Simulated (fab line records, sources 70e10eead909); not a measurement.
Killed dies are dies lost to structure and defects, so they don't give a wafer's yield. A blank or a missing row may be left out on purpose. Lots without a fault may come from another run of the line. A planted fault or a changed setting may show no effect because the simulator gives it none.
Which tool did it? | flow nand_harc | 11 lots, 33 wafers sampled, at 4 steps of a route of 1159

WHAT THE GAUGES READ, wafer by wafer
NHARC_P_GATE_INSPECT_68.
lot  | measured     | on                | raw_defect_count
L896 | day 5 13:32  | defect_inspect-01 | 172 186 200
L895 | day 5 15:01  | defect_inspect-01 | 206 329 363
L901 | day 7 05:47  | defect_inspect-02 | 164 153 183
L902 | day 7 07:05  | defect_inspect-02 | 101 215 130
L903 | day 7 13:20  | defect_inspect-02 | 131 169 104
L907 | day 8 16:59  | defect_inspect-01 | 123 218 206
L908 | day 8 23:26  | defect_inspect-02 | 158 293 270
L910 | day 9 06:28  | defect_inspect-02 | 845 804 769 821 803 771
L916 | day 10 16:08 | defect_inspect-02 | 745 760 693 759 757 686
L918 | day 11 00:16 | defect_inspect-02 | 127 111 122
L917 | day 11 00:40 | defect_inspect-02 | 371 221 228

WHICH TOOL RAN EACH LOT (tool, then ch and the chambers of the sampled wafers, then the start)
lot  | NHARC_P_GATE_PRECLEAN_97            | NHARC_P_GATE_DESCUM_93             | NHARC_P_GATE_RTA_64
L896 | wet_bench-02 ch 0,3,4, day 5 04:10  | rie_diel-05 ch 2,3, day 5 10:21    | rtp_anneal-01 ch 0, day 5 12:16
L895 | wet_bench-03 ch 4,6,7, day 5 06:01  | rie_diel-08 ch 0,1,3, day 5 11:55  | rtp_anneal-01 ch 0, day 5 13:45
L901 | wet_bench-02 ch 1,3,6, day 6 22:08  | rie_diel-05 ch 1,2, day 7 02:30    | rtp_anneal-02 ch 0, day 7 04:34
L902 | wet_bench-03 ch 0,4,5, day 6 23:40  | rie_diel-05 ch 1,2,3, day 7 04:06  | rtp_anneal-02 ch 0, day 7 05:49
L903 | wet_bench-02 ch 0,1,4, day 7 06:10  | rie_diel-11 ch 0,1,2, day 7 10:23  | rtp_anneal-02 ch 0, day 7 12:05
L907 | wet_bench-02 ch 1,2,4, day 8 09:30  | rie_diel-08 ch 0,2, day 8 14:06    | rtp_anneal-01 ch 0, day 8 15:47
L908 | wet_bench-03 ch 0,4,7, day 8 15:57  | rie_diel-05 ch 1,2, day 8 20:32    | rtp_anneal-02 ch 0, day 8 22:10
L910 | wet_bench-03 ch 2,3,4, day 8 23:14  | rie_diel-05 ch 1,2,3, day 9 03:24  | rtp_anneal-01 ch 0, day 9 05:14
L916 | wet_bench-03 ch 1,3,4, day 10 08:51 | rie_diel-05 ch 0,3, day 10 13:11   | rtp_anneal-02 ch 0, day 10 14:52
L918 | wet_bench-07 ch 0,3,5, day 10 16:59 | rie_diel-05 ch 1,2,3, day 10 21:21 | rtp_anneal-02 ch 0, day 10 23:01
L917 | wet_bench-02 ch 1,3,4, day 10 17:12 | rie_diel-05 ch 0,1,3, day 10 21:45 | rtp_anneal-01 ch 0, day 10 23:24
- NHARC_P_GATE_PRECLEAN_97: cleans in SPM, time 600 s.
- NHARC_P_GATE_DESCUM_93: chemistry O2, time 3 s.
- NHARC_P_GATE_RTA_64: time 1 s.

THE ANSWER, worked out from the rows above alone
Rule: what is usual is taken from the lots themselves. Put in order of their means at a reading, lots are off if they are a third of the lots or fewer, leave a main group of 4 or more, and stand apart from it by a gap of 3 or more times the standard deviation of the main group's means; of several such gaps the widest counts. A main group whose means are all the same, to the digits that the tables above print for the reading, isn't used. A lot without any number at a reading at which 4 lots or more have one is off too. The other lots that the step has rows for count as sound.
Off: L910, L916, at NHARC_P_GATE_INSPECT_68 (raw_defect_count). The main group: mean 195, standard deviation 59.
A tool fits if, at a process step before that reading, it ran every lot that is off, and no sound lot after the first of them. The gauges at NHARC_P_GATE_INSPECT_68 are tried like those tools. One fits: wet_bench-03 at NHARC_P_GATE_PRECLEAN_97. Its last sound lot is L908 (day 8 15:57), its first lot that is off L910 (day 8 23:14): a fault that began between those two fits.

WHAT THE SIMULATOR HAD PUT IN
Chamber particle source: wet_bench-03, from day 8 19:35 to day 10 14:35, at NHARC_P_GATE_PRECLEAN_97. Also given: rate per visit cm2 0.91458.
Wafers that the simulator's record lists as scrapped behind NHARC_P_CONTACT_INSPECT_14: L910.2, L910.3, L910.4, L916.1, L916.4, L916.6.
Lots struck among those shown: L910, L916. The rule above found the same.
